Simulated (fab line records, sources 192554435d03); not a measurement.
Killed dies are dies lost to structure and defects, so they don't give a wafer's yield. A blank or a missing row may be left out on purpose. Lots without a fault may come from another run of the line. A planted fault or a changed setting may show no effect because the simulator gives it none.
Split-lot experiment | flow n5_finfet | 7 lots, 39 wafers read, on a route of 1938 steps

THE SPLIT
At N5_ZERO_LAYER_DEVELOP_10 (develop time 60 s), the setting develop_time_s was moved away from the recipe's 60 s on 12 of the 39 wafers read, by -39.9% to +59.6%. The other wafers ran this setting at the recipe's value.

FROM THE SPLIT TO THE READING: what the file shows between them, 1 step
- N5_ZERO_LAYER_HARDBAKE_23: time 120 s

THE READING
cd_nm, in nm, at N5_ZERO_LAYER_CD_MEAS_11 (target cd 2000 nm). Fault-free wafers of this fab line usually give 2001.0 nm, standard deviation 2.1 nm.

wafer  | tool, chamber at the split | develop_time_s as run, s | against the recipe | cd_nm, nm | against lot-mates on the recipe
L075.1 | litho_track-02, 0          | 60                       | recipe             | 2001.2    | -
L075.2 | litho_track-02, 0          | 36.03                    | -39.9%             | 1988.7    | -12.6
L075.3 | litho_track-02, 0          | 60                       | recipe             | 1999.5    | -
L075.4 | litho_track-02, 0          | 60                       | recipe             | 2003.2    | -
L075.5 | litho_track-02, 0          | 36.03                    | -39.9%             | 1993.4    | -7.9
L075.6 | litho_track-02, 0          | 36.03                    | -39.9%             | 1989.4    | -11.9
L076.1 | litho_track-03, 0          | 60                       | recipe             | 1998.5    | -
L076.2 | litho_track-03, 0          | 60                       | recipe             | 1996.2    | -
L076.3 | litho_track-03, 0          | 60                       | recipe             | 1996.3    | -
L076.4 | litho_track-03, 0          | 60                       | recipe             | 1995.2    | -
L076.5 | litho_track-03, 0          | 60                       | recipe             | 1997.1    | -
L076.6 | litho_track-03, 0          | 60                       | recipe             | 1996.2    | -
L084.1 | litho_track-01, 0          | 60                       | recipe             | 2000.1    | -
L084.2 | litho_track-01, 0          | 79.82                    | +33.0%             | 2006.8    | +4.4
L084.3 | litho_track-01, 0          | 79.82                    | +33.0%             | 2007.0    | +4.6
L084.4 | litho_track-01, 0          | 60                       | recipe             | 2004.3    | -
L084.5 | litho_track-01, 0          | 79.82                    | +33.0%             | 2005.9    | +3.5
L084.6 | litho_track-01, 0          | 60                       | recipe             | 2002.8    | -
L091.2 | litho_track-03, 0          | 60                       | recipe             | 2002.2    | -
L091.5 | litho_track-03, 0          | 60                       | recipe             | 2001.9    | -
L091.6 | litho_track-03, 0          | 60                       | recipe             | 2001.3    | -
L095.1 | litho_track-03, 0          | 60                       | recipe             | 2001.2    | -
L095.2 | litho_track-03, 0          | 95.78                    | +59.6%             | 2010.1    | +9.4
L095.3 | litho_track-03, 0          | 60                       | recipe             | 1999.8    | -
L095.4 | litho_track-03, 0          | 60                       | recipe             | 2001.2    | -
L095.5 | litho_track-03, 0          | 95.78                    | +59.6%             | 2009.1    | +8.4
L095.6 | litho_track-03, 0          | 95.78                    | +59.6%             | 2010.1    | +9.4
L096.1 | litho_track-03, 0          | 60                       | recipe             | 2002.6    | -
L096.2 | litho_track-03, 0          | 76.83                    | +28.0%             | 2007.8    | +5.1
L096.3 | litho_track-03, 0          | 76.83                    | +28.0%             | 2005.7    | +3.0
L096.4 | litho_track-03, 0          | 60                       | recipe             | 2004.0    | -
L096.5 | litho_track-03, 0          | 76.83                    | +28.0%             | 2006.3    | +3.6
L096.6 | litho_track-03, 0          | 60                       | recipe             | 2001.5    | -
L097.1 | litho_track-03, 0          | 60                       | recipe             | 1998.8    | -
L097.2 | litho_track-03, 0          | 60                       | recipe             | 2000.4    | -
L097.3 | litho_track-03, 0          | 60                       | recipe             | 1999.0    | -
L097.4 | litho_track-03, 0          | 60                       | recipe             | 1999.6    | -
L097.5 | litho_track-03, 0          | 60                       | recipe             | 1999.4    | -
L097.6 | litho_track-03, 0          | 60                       | recipe             | 2000.2    | -

THE FIT
A straight line over all 39 wafers: cd_nm changes by +0.195 nm for each +1% of develop_time_s; r = +0.89; the points scatter about the line by 2.3 nm.
The same after taking each lot's own level away (the mean of its wafers on the recipe; 39 wafers): +0.18 nm for each +1%; r = +0.94; scatter 1.6 nm.
On that fit, the largest move of develop_time_s shifts the reading by 11 nm.
The lots' own levels span 1996.58 to 2002.70 nm, that is 2.9 times the standard deviation above.
So the lot-to-lot level changes the slope little: the two slopes agree.
Check: with one of the wafers moved furthest among these (+59.6%) left out of the fit, the line predicts +10.3 nm for it against its lot-mates. It came out at +9.37 nm against them.

THE WHOLE CHAIN: every reading that the file lists as answering this split, in the file's order
step                     | what it does             | reading                                                           | change (the file's fit)               | r (the file's)
N5_ZERO_LAYER_CD_MEAS_11 | target cd 2000 nm        | cd_nm                                                             | +0.173 nm for each +1% of the setting | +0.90
N5_ZERO_LAYER_DESCUM_16  | chemistry O2, time 7.9 s | ZERO_LAYER.cd_nm (the simulator's own value, which no gauge read) | +0.173 nm for each +1% of the setting | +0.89

THE FILE'S OWN FIT
cd_nm changes by +0.173 nm for each +1% of develop_time_s, r = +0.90.
